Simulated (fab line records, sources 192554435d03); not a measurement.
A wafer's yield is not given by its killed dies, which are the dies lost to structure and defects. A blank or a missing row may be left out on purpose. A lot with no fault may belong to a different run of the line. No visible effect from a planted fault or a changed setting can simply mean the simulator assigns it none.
The tool behind it: which one?	flow n5_finfet	Sampling: 12 lots, 36 wafers, 4 of 1938 route steps

## WHAT THE GAUGES READ, wafer by wafer
N5_BEOL_M14_RS_MEAS_54: uses a four-point probe to measure.
lot	measured	on	M14_RS (ohm/sq)
L423	day 11 23:26	film_metro-02	0.0336 0.0335 0.0336
L425	day 11 23:42	film_metro-02	0.0326 0.0329 0.0335
L427	day 12 02:14	film_metro-01	0.0330 0.0340 0.0330
L424	day 12 04:29	film_metro-01	0.0325 0.0328 0.0336
L428	day 12 21:34	film_metro-01	0.0336 0.0333 0.0332
L429	day 13 06:39	film_metro-01	0.0334 0.0332 0.0331
L431	day 13 14:16	film_metro-01	0.0329 0.0336 0.0328
L434	day 14 07:08	film_metro-02	0.0336 0.0332 0.0332
L437	day 15 08:02	film_metro-02	0.0334 0.0335 0.0333
L438	day 15 15:37	film_metro-02	0.0340 0.0336 0.0331
L440	day 16 05:23	film_metro-02	0.0328 0.0328 0.0334
L442	day 16 17:24	film_metro-02	0.0336 0.0332 0.0329

N5_BEOL_M15_CD_MEAS_10: target cd 360 nm.
lot	measured	on	cd_nm (nm)
L423	day 12 00:11	cd_sem-02	362.7 361.6 362.3
L425	day 12 00:26	cd_sem-02	360.0 362.0 360.9
L427	day 12 02:52	cd_sem-02	359.1 358.2 360.9
L424	day 12 05:14	cd_sem-03	359.5 358.9 360.3
L428	day 12 22:19	cd_sem-03	361.5 360.8 361.0
L429	day 13 07:16	cd_sem-02	363.3 364.2 363.6
L431	day 13 15:07	cd_sem-03	360.6 360.5 359.5
L434	day 14 07:52	cd_sem-03	360.3 360.2 362.1
L437	day 15 08:46	cd_sem-02	360.2 362.2 361.5
L438	day 15 16:13	cd_sem-02	359.2 359.5 358.7
L440	day 16 06:01	cd_sem-03	361.5 362.3 361.4
L442	day 16 18:08	cd_sem-03	361.1 361.3 360.9

## EACH LOT AND THE TOOL THAT RAN IT (in order: tool; ch and the chambers of the sampled wafers; start)
lot	N5_BEOL_M14_DEGAS_41	N5_BEOL_M15_COAT_58
L423	pvd_sputter-02, day 11 22:10	litho_track-05 ch 0, day 11 23:47
L425	pvd_sputter-01, day 11 22:13	litho_track-04 ch 0, day 12 00:02
L427	pvd_sputter-02, day 12 00:53	litho_track-04 ch 0, day 12 02:35
L424	pvd_sputter-01, day 12 02:45	litho_track-04 ch 0, day 12 04:50
L428	pvd_sputter-01, day 12 20:18	litho_track-04 ch 0, day 12 21:55
L429	pvd_sputter-03, day 13 05:16	litho_track-05 ch 0, day 13 07:00
L431	pvd_sputter-03, day 13 12:58	litho_track-04 ch 0, day 13 14:44
L434	pvd_sputter-02, day 14 05:50	litho_track-03 ch 0, day 14 07:28
L437	pvd_sputter-03, day 15 06:46	litho_track-03 ch 0, day 15 08:22
L438	pvd_sputter-01, day 15 13:31	litho_track-03 ch 0, day 15 15:57
L440	pvd_sputter-02, day 16 03:40	litho_track-04 ch 0, day 16 05:44
L442	pvd_sputter-03, day 16 15:47	litho_track-04 ch 0, day 16 17:44
- N5_BEOL_M14_DEGAS_41: time 60 s.
- N5_BEOL_M15_COAT_58: time 60 s, resist thk 89 nm.

## WHAT THE TOOLS THEMSELVES READ (means of the sampled wafers that have a number; where no wafer has one, the mark that the record gives instead)
N5_BEOL_M14_DEGAS_41.
lot	tool	heater_power_w (W)
L423	pvd_sputter-02	410
L425	pvd_sputter-01	500
L427	pvd_sputter-02	416
L424	pvd_sputter-01	522
L428	pvd_sputter-01	445
L429	pvd_sputter-03	514
L431	pvd_sputter-03	498
L434	pvd_sputter-02	425
L437	pvd_sputter-03	493
L438	pvd_sputter-01	508
L440	pvd_sputter-02	453
L442	pvd_sputter-03	489

N5_BEOL_M15_COAT_58.
lot	tool	heater_power_total_W (W)	spin_speed_rpm (rpm)
L423	litho_track-05	389.8	1500.9
L425	litho_track-04	391.8	1499.8
L427	litho_track-04	391.3	1499.8
L424	litho_track-04	391.1	1498.7
L428	litho_track-04	392.5	1362.0
L429	litho_track-05	390.9	1500.0
L431	litho_track-04	391.3	1360.3
L434	litho_track-03	393.6	1499.0
L437	litho_track-03	392.4	1498.9
L438	litho_track-03	392.8	1500.7
L440	litho_track-04	391.0	1500.2
L442	litho_track-04	392.3	1500.0

## THE ANSWER, worked out from the rows above alone
Rule: the lots themselves supply what counts as usual. The widest of any qualifying gaps counts: lots, ordered by their means at a reading, are off when they make up no more than a third of the lots, leave a main group of 4 or more, and stand apart from it by 3 or more times the standard deviation of that group's means. The tables above print the reading to a certain number of digits; a main group whose means all agree to those digits is not used. Also off: a lot with no number at a reading for which 4 or more lots have one. Any other lot the step has rows for is counted as sound. The gauges are gone through in route order, then the tools' own readings, and for those a lot's mean is taken as printed above. At the first step where some lot is off, the reading lying furthest off is the one used; lots without a number count as furthest.
Off: L428, L431, at N5_BEOL_M15_COAT_58 (spin_speed_rpm). The main group has a mean of 1499.8 rpm with a standard deviation of 0.7.
A tool fits if, at that step or a process step before it, it ran every lot that is off, and no sound lot after the first of them. Not one of the candidates tried fits.

## WHAT THE SIMULATOR HAD INSERTED
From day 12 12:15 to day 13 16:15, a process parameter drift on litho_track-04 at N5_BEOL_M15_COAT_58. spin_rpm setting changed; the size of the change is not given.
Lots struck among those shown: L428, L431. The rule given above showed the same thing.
